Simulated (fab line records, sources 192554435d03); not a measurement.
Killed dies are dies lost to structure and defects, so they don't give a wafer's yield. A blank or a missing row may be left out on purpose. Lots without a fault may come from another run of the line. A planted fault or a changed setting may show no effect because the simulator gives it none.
fab line records | flow n5_finfet
record lots=10 wafers=30 last_day=17
route steps=1938 shown FIN_CUT@172 STI_FIN_REVEAL@193 BEOL_M4@1111 PASSIVATION@1936
lots that met no fault: from a run of the same line without faults
start_h: hours from the record's first day to the start of the lot's first wafer shown | wait_h: hours since the lot's step before | " the same as in the row above | L1.1+2: a row that stands for several wafers | - no value, or no start given | * or withheld: withheld | < > ~ a bound
route shown NAME@n: a module of which the file shows steps, and the number in the route of the first | usual: mean/standard deviation of fault-free wafers | same: alike in all rows | chamber/n: place in a boat | sites: the reading at each site | _std_site: their standard deviation | _edge_site: outer sites' mean less inner sites' | radius_mm: how far each site lies from the wafer's centre | mask NAME#n: copy n | behind: the tool/chamber that last shaped the wafer | hold: why the lot was held/for how many hours/how that ended | device: the transistor (n, p or np) that didn't switch | end of line: the same wafers' tests at the end of the route | a step without rows: its recipe alone | killed: dies lost to structure and defects at the first sort, not the wafer's yield | map: a wafer's dies, x killed, . not, _ none there
set.NAME: the setting as run; set.NAME@STEP: as run at that earlier step | model.NAME: the simulator's own value behind a step, which no gauge read
steps of the route over a sample of lots; a table a step, a row a wafer
services: from which hour (start_h, from the record's first day; less than 0 if before it) a tool's chamber was out of use, for how many hours, and why
## steps
# step N5_FIN_CUT_STRIP_24
# recipe chemistry=CF4 resist=SiARC power_w=300 bias_power_w=75 pressure_mtorr=50 cf4_flow_sccm=150 rf_frequency_hz=6e+07
# usual cf4_flow_sccm=150.0/0.42 drypump_motor_current_A=5.5/0.49 oes_product_au=0.75/0.076 rf_vpp_V=271.6/1.4 showerhead_plenum_p_Torr=1.81/0.056 throttle_valve_pct=13.61/0.18
# columns lot.wafer tool chamber start_h wait_h cf4_flow_sccm drypump_motor_current_A oes_product_au rf_hours_counter_h rf_vpp_V showerhead_plenum_p_Torr throttle_valve_pct
L159.1 rie_diel-01 3 39.88 0.0 149.6 5.7 0.73 148 272.9 1.88 13.60
L159.4 " 2 " " 150.4 5.4 0.75 130 271.0 1.79 13.60
L159.6 " 2 " " 150.3 5.4 0.76 - 271.8 1.79 13.62
L160.2 rie_diel-01 3 45.39 0.0 150.0 5.7 0.72 150 272.2 1.88 13.60
L160.3 " 2 " " 150.1 5.4 0.75 131 272.0 1.79 13.63
L160.5 " 2 " " 150.8 5.4 0.75 - 271.4 1.79 13.61
L162.2 rie_diel-02 0 58.83 0.0 149.3 6.5 0.70 209 273.4 1.83 13.41
L162.4 " 3 " " 150.5 5.0 0.95 - 271.0 1.78 13.51
L162.6 " 1 " " 150.2 5.6 0.76 - 273.5 1.89 13.72
L164.3 rie_diel-02 0 72.30 0.0 150.2 6.5 0.69 215 273.6 1.83 13.43
L164.5 " 2 " " 150.1 5.1 0.74 - 271.2 1.78 13.43
L164.6 " 3 " " 149.4 4.9 0.93 - 270.8 1.78 13.52
L165.1 rie_diel-01 2 76.69 0.0 150.7 5.5 0.74 144 269.6 1.79 13.65
L165.2 " 1 " " 149.8 6.0 0.69 226 271.7 1.76 13.51
L165.5 " 2 " " 150.1 5.4 0.74 - 271.7 1.79 13.65
L166.2 rie_diel-02 2 82.24 0.0 149.8 5.1 0.73 175 271.1 1.78 13.44
L166.3 " 0 " " 149.5 6.5 0.69 218 273.8 1.83 13.44
L166.4 " 3 " " 150.1 4.9 0.92 11 270.9 1.78 13.54
L167.1 rie_diel-01 2 88.16 0.0 150.5 5.4 0.73 147 271.7 1.79 13.68
L167.2 " 1 " " 150.4 6.0 0.69 230 270.2 1.76 13.50
L167.3 " 3 " " 149.9 5.7 0.71 168 273.9 1.88 13.64
L175.1 rie_diel-01 1 136.26 0.0 149.9 6.0 0.68 244 270.0 1.75 13.52
L175.2 " 2 " " 150.6 5.4 0.72 163 271.2 1.78 13.70
L175.4 " 0 " " 150.4 5.3 0.84 62 273.4 1.88 13.43
L177.3 rie_diel-02 2 150.23 0.0 150.3 5.1 0.72 195 269.9 1.78 13.49
L177.4 " 3 " " 150.4 5.0 0.87 31 269.6 1.77 13.57
L177.5 " 2 " " 149.8 5.1 0.72 - 271.4 1.78 13.48
L180.1 rie_diel-04 1 165.27 0.0 149.5 5.1 0.69 246 271.1 1.83 13.67
L180.2 " 0 " " 150.1 5.4 0.94 11 270.7 1.77 13.27
L180.5 " 3 " " 149.8 5.9 0.70 - 270.3 1.73 14.06
# step N5_STI_FIN_REVEAL_PRECLEAN_26
# recipe chemistry=SC1 time_s=45 temp_c=46 mix=1:2:100
# usual h2o2_flow_mL_min=29.12/0.11
# columns lot.wafer tool chamber start_h wait_h h2o2_flow_mL_min
L159.1 wet_bench-06 0 46.24 0.0 29.04
L159.4 " 4 " " 29.20
L159.6 " 1 " " 29.00
L160.2 wet_bench-05 0 52.48 0.0 29.12
L160.3 " 1 " " 29.06
L160.5 " 4 " " 29.00
L162.2 wet_bench-05 3 66.35 0.0 28.94
L162.4 " 5 " " 29.02
L162.6 " 2 " " 29.19
L164.3 wet_bench-06 2 79.67 0.0 28.97
L164.5 " 1 " " 29.06
L164.6 " 6 " " 29.29
L165.1 wet_bench-05 1 83.06 0.0 28.92
L165.2 " 7 " " 29.22
L165.5 " 2 " " 29.27
L166.2 wet_bench-05 1 88.66 0.0 29.06
L166.3 " 2 " " 29.08
L166.4 " 7 " " 29.09
L167.1 wet_bench-06 2 95.75 0.0 29.10
L167.2 " 4 " " 29.17
L167.3 " 5 " " 29.25
L175.1 wet_bench-06 7 142.95 0.0 29.29
L175.2 " 2 " " 29.13
L175.4 " 5 " " 29.24
L177.3 wet_bench-06 6 157.57 0.0 29.09
L177.4 " 3 " " 29.19
L177.5 " 1 " " 29.16
L180.1 wet_bench-05 6 172.31 0.0 29.15
L180.2 " 4 " " 29.05
L180.5 " 3 " " 29.01
# step N5_STI_FIN_REVEAL_CD_MEAS_22
# recipe target_cd_nm=6.238 pitch_nm=28 polarity=line
# usual cd_nm=6.18/0.25
# columns lot.wafer tool chamber start_h wait_h cd_nm
L159.1 cd_sem-02 - 48.98 0.0 6.19
L159.4 " - " " 6.34
L159.6 " - " " 5.93
L160.2 cd_sem-01 - 55.22 0.0 5.97
L160.3 " - " " 6.22
L160.5 " - " " 6.72
L162.2 cd_sem-03 - 69.09 0.0 6.27
L162.4 " - " " 6.43
L162.6 " - " " 5.62
L164.3 cd_sem-01 - 82.41 0.0 6.48
L164.5 " - " " 6.38
L164.6 " - " " 6.19
L165.1 cd_sem-01 - 85.80 0.0 5.47
L165.2 " - " " 6.10
L165.5 " - " " 5.90
L166.2 cd_sem-02 - 91.41 0.0 6.27
L166.3 " - " " 6.03
L166.4 " - " " 6.44
L167.1 cd_sem-03 - 98.48 0.0 6.20
L167.2 " - " " 6.12
L167.3 " - " " 5.98
L175.1 cd_sem-01 - 148.34 0.0 6.27
L175.2 " - " " 6.11
L175.4 " - " " 6.31
L177.3 cd_sem-03 - 160.30 0.0 5.74
L177.4 " - " " 6.63
L177.5 " - " " 6.62
L180.1 cd_sem-01 - 175.04 0.0 5.89
L180.2 " - " " 6.41
L180.5 " - " " 6.17
# step N5_STI_FIN_REVEAL_INSPECT_13
# recipe inspect_instrument=darkfield mode=post_clean
# usual raw_defect_count=13/5.3
# columns lot.wafer tool chamber start_h wait_h raw_defect_count
L159.1 defect_inspect-01 - 49.10 0.0 9
L159.4 " - " " 10
L159.6 " - " " 11
L160.2 defect_inspect-01 - 55.34 0.0 27
L160.3 " - " " 11
L160.5 " - " " 11
L162.2 defect_inspect-01 - 69.20 0.0 11
L162.4 " - " " 8
L162.6 " - " " 13
L164.3 defect_inspect-02 - 82.53 0.0 9
L164.5 " - " " 10
L164.6 " - " " 11
L165.1 defect_inspect-02 - 85.92 0.0 9
L165.2 " - " " 14
L165.5 " - " " 21
L166.2 defect_inspect-02 - 91.53 0.0 13
L166.3 " - " " 9
L166.4 " - " " 6
L167.1 defect_inspect-02 - 98.61 0.0 7
L167.2 " - " " 13
L167.3 " - " " 11
L175.1 defect_inspect-02 - 148.46 0.0 506
L175.2 " - " " 508
L175.4 " - " " 505
L177.3 defect_inspect-02 - 160.42 0.0 503
L177.4 " - " " 507
L177.5 " - " " 522
L180.1 defect_inspect-02 - 175.16 0.0 31
L180.2 " - " " 10
L180.5 " - " " 13
# step N5_BEOL_M4_RC_MEAS_101
# usual DIBL_N=35.8/1.8 DIBL_P=35.6/2 IOFF_N=0.148/0.028 IOFF_P=0.20/0.034 ION_N=672/12 ION_P=462/8.5 SS_N=71.2/0.65 SS_P=73.1/0.67 VT_N=251/3.3 VT_P=-251/3.8
# columns lot.wafer tool chamber start_h wait_h DIBL_N[mV/V] DIBL_P[mV/V] IOFF_N[nA/um] IOFF_P[nA/um] ION_N[uA/um] ION_P[uA/um] SS_N[mV/dec] SS_P[mV/dec] VT_N[mV] VT_P[mV]
L159.1 prober-01 0 168.26 0.0 35.3 35.9 0.161 0.22 685 471 71.8 73.3 252 -248
L159.4 " 0 " " 34.6 34.8 0.154 0.20 675 462 71.3 73.1 250 -248
L159.6 " 0 " " 35.5 35.3 0.159 0.22 682 471 72.4 72.5 252 -248
L160.2 prober-01 0 192.61 0.2 36.3 34.1 0.138 0.20 662 464 71.5 73.2 253 -248
L160.3 " 0 " " 36.9 34.5 0.141 0.21 675 469 70.9 73.8 253 -248
L160.5 " 0 " " 38.3 36.7 0.175 0.24 677 468 71.1 73.7 247 -248
L162.2 prober-01 0 196.57 0.2 37.6 36.9 0.169 0.20 693 465 71.9 73.8 245 -252
L162.4 " 0 " " 37.9 37.5 0.162 0.22 684 461 71.7 74.0 247 -249
L162.6 " 0 " " 36.8 35.5 0.147 0.18 675 462 71.4 72.9 251 -254
L164.3 prober-01 0 202.41 0.3 38.1 36.8 0.191 0.26 692 481 71.9 72.9 247 -244
L164.5 " 0 " " 37.8 36.6 0.178 0.26 686 475 71.9 73.2 247 -242
L164.6 " 0 " " 37.9 36.3 0.174 0.23 685 468 71.4 73.2 248 -246
L165.1 prober-01 0 204.22 0.0 33.9 31.6 0.107 0.17 652 459 70.5 72.6 255 -251
L165.2 " 0 " " 36.2 35.5 0.157 0.23 682 474 71.4 73.2 250 -246
L165.5 " 0 " " 36.4 35.4 0.153 0.22 667 462 71.6 73.1 250 -247
L166.2 prober-02 0 218.26 0.2 34.6 34.3 0.121 0.19 663 457 70.1 73.5 253 -249
L166.3 " 0 " " 35.9 35.7 0.136 0.21 674 467 71.3 72.8 252 -247
L166.4 " 0 " " 35.2 34.7 0.137 0.19 677 468 70.8 72.4 250 -249
L167.1 prober-01 0 221.50 0.0 38.0 37.4 0.178 0.21 676 456 71.5 73.8 252 -254
L167.2 " 0 " " 34.9 34.3 0.117 0.17 656 454 71.0 73.0 255 -252
L167.3 " 0 " " 33.6 32.3 0.105 0.14 661 450 69.8 72.1 255 -256
L175.1 prober-01 0 267.31 0.0 38.5 39.8 0.191 0.25 679 463 72.1 73.7 248 -248
L175.2 " 0 " " 35.8 34.5 0.137 0.17 663 454 71.6 73.0 252 -252
L175.4 " 0 " " 35.6 36.1 0.146 0.18 683 466 71.5 73.1 251 -255
L177.3 prober-02 0 283.24 0.3 36.4 33.2 0.145 0.16 671 454 71.8 73.0 253 -257
L177.4 " 0 " " 39.3 36.0 0.208 0.19 659 443 72.7 73.9 249 -253
L177.5 " 0 " " 37.4 35.8 0.170 0.20 685 459 71.3 73.8 249 -250
L180.1 prober-02 0 310.71 0.0 34.5 34.1 0.145 0.19 673 471 70.7 72.4 249 -249
L180.2 " 0 " " 35.1 35.6 0.163 0.21 687 470 70.5 72.9 246 -247
L180.5 " 0 " " 35.3 35.2 0.164 0.21 692 469 70.9 72.9 247 -247
# step N5_PASSIVATION_PROBE_49
# usual defect_limited_yield=91.3/1.5 killed_at_M0_to_M3=34/11 killed_at_M4_up=14/6.1 killed_at_contacts=12/5.9 killed_at_front_end=39/11 killed_at_other=4/3.3 killed_dies=102/18 killed_on_rim=13/3.8 killed_open=67/13 killed_short=33/7.9 sort_bin_5_function=5.1/1 sort_bin_6_memory=3.3/0.7 sort_n_pass=1077/19 sort_yield_pct=91.3/1.6
# same gross_dies=1180 killed_at_back_side=0 sort_bin_4_leakage[%]=0 sort_bin_8_speed[%]=0
# columns lot.wafer tool chamber start_h wait_h defect_limited_yield[%] killed_at_M0_to_M3 killed_at_M4_up killed_at_contacts killed_at_front_end killed_at_other killed_dies killed_on_rim killed_open killed_short sort_bin_5_function[%] sort_bin_6_memory[%] sort_n_pass sort_yield_pct[%]
L175.1 prober-02 - 373.43 0.0 84.9 30 14 8 124 2 178 30 56 28 9.6 3.5 1002 84.9
L175.2 prober-02 - 373.48 0.1 88.4 19 9 16 93 0 137 25 46 18 6.5 2.9 1043 88.4
L175.4 prober-02 - 373.58 0.2 82.8 32 9 5 156 1 203 15 54 26 11.0 3.8 977 82.8
L177.3 prober-02 - 386.02 0.1 82.8 19 22 15 144 3 203 12 56 24 11.4 3.6 977 82.8
L177.4 prober-02 - 386.07 0.2 82.5 29 9 26 141 2 207 25 74 21 10.8 4.2 973 82.5
L177.5 prober-02 - 386.12 0.2 84.3 32 18 28 106 1 185 30 67 34 9.7 3.7 995 84.3
# killed by level:class
L175.1 STI_FIN_REVEAL:unspecified=93 BEOL_M0_SAQP:geometric_particle:short=10 FIN_SAQP:geometric_particle:short=8 MOL_CONTACT_COAG:geometric_particle:open=8 BEOL_M3:geometric_particle:open=8 FIN_SAQP:geometric_particle:open=7 STI_FIN_REVEAL:geometric_particle:open=6 BEOL_M0_SAQP:geometric_particle:open=6
L175.2 STI_FIN_REVEAL:unspecified=63 MOL_CONTACT_COAG:geometric_particle:open=11 FIN_SAQP:geometric_particle:open=7 BEOL_M4:geometric_particle:open=7 HKMG_FIN:area_etch=6 BEOL_M0_SAQP:geometric_particle:short=5 FIN_SAQP:geometric_particle:short=4 MOL_CONTACT_COAG:geometric_particle:short=4
L175.4 STI_FIN_REVEAL:unspecified=122 FIN_SAQP:geometric_particle:open=15 BEOL_M0_SAQP:geometric_particle:open=9 FIN_SAQP:geometric_particle:short=8 BEOL_M3:geometric_particle:open=7 MOL_CONTACT_COAG:geometric_particle:open=5 BEOL_M0:geometric_particle:open=5 BEOL_M0_SAQP:geometric_particle:short=4
L177.3 STI_FIN_REVEAL:unspecified=123 BEOL_M4:geometric_particle:open=14 MOL_CONTACT_COAG:geometric_particle:open=11 BEOL_M3:geometric_particle:open=7 FIN_SAQP:geometric_particle:open=6 FIN_SAQP:geometric_particle:short=5 MOL_CONTACT_COAG:geometric_particle:short=4 BEOL_M0_SAQP:geometric_particle:open=3
L177.4 STI_FIN_REVEAL:unspecified=112 MOL_CONTACT_COAG:geometric_particle:open=22 FIN_SAQP:geometric_particle:open=13 BEOL_M1:geometric_particle:open=10 BEOL_M0_SAQP:geometric_particle:open=8 BEOL_M4:geometric_particle:open=7 MOL_CONTACT_COAG:geometric_particle:short=4 BEOL_M0_SAQP:geometric_particle:short=4
L177.5 STI_FIN_REVEAL:unspecified=83 MOL_CONTACT_COAG:geometric_particle:open=19 MOL_CONTACT_COAG:geometric_particle:short=9 BEOL_M3:geometric_particle:open=8 BEOL_M4:geometric_particle:open=8 FIN_SAQP:geometric_particle:short=6 BEOL_M2:geometric_particle:open=6 BEOL_M0:geometric_particle:open=5
## services
# columns tool chamber start_h hours kind
rie_diel-02 - 17.60 3.3 repair
rie_diel-02 - 24.75 2.8 pm
rie_diel-02 3 32.22 3.4 repair
rie_diel-02 3 35.77 - clean
rie_diel-02 3 35.77 - consumable_replace:focus_ring
rie_diel-02 3 35.77 19.6 scheduled_down
rie_diel-02 3 35.77 19.6 vent_cycle
rie_diel-01 0 42.37 4.5 repair
rie_diel-04 - 44.68 15.6 pm
rie_diel-01 0 51.11 3.1 repair
rie_diel-02 2 57.22 10.9 repair
rie_diel-02 - 84.23 0.9 repair
rie_diel-04 2 86.26 - clean
rie_diel-04 2 86.26 - consumable_replace:focus_ring
rie_diel-02 2 87.37 1.3 repair
rie_diel-02 1 89.59 5.3 repair
rie_diel-01 1 91.99 3.6 repair
wet_bench-05 - 92.69 7.4 repair
rie_diel-02 2 94.72 4.8 repair
wet_bench-05 - 121.17 1.9 pm
rie_diel-01 1 151.64 - clean
rie_diel-01 1 151.64 - consumable_replace:focus_ring
rie_diel-01 1 151.64 17.7 scheduled_down
rie_diel-01 1 151.64 17.7 vent_cycle
## key
first_sign step=N5_STI_FIN_REVEAL_INSPECT_13 reading=raw_defect_count direction=up sigmas=93 usual=13 struck=508
effect step=N5_PASSIVATION_PROBE_49 reading=killed_at_front_end direction=up sigmas=8.3 usual=39 struck=127
more_kills_born_at N5_STI_FIN_REVEAL_PRECLEAN_26@wet_bench-06=596
met_at N5_STI_FIN_REVEAL_PRECLEAN_26
struck_lots L175,L177
not_acting_at N5_FIN_CUT_STRIP_24,N5_STI_FIN_REVEAL_CD_MEAS_22
onset_between 95.75 142.95
fault kind=chamber_particle_source tool=wet_bench-06 chamber=- onset_h=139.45 steps=N5_STI_FIN_REVEAL_PRECLEAN_26 rate_per_visit_cm2=0.78175 end_h=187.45
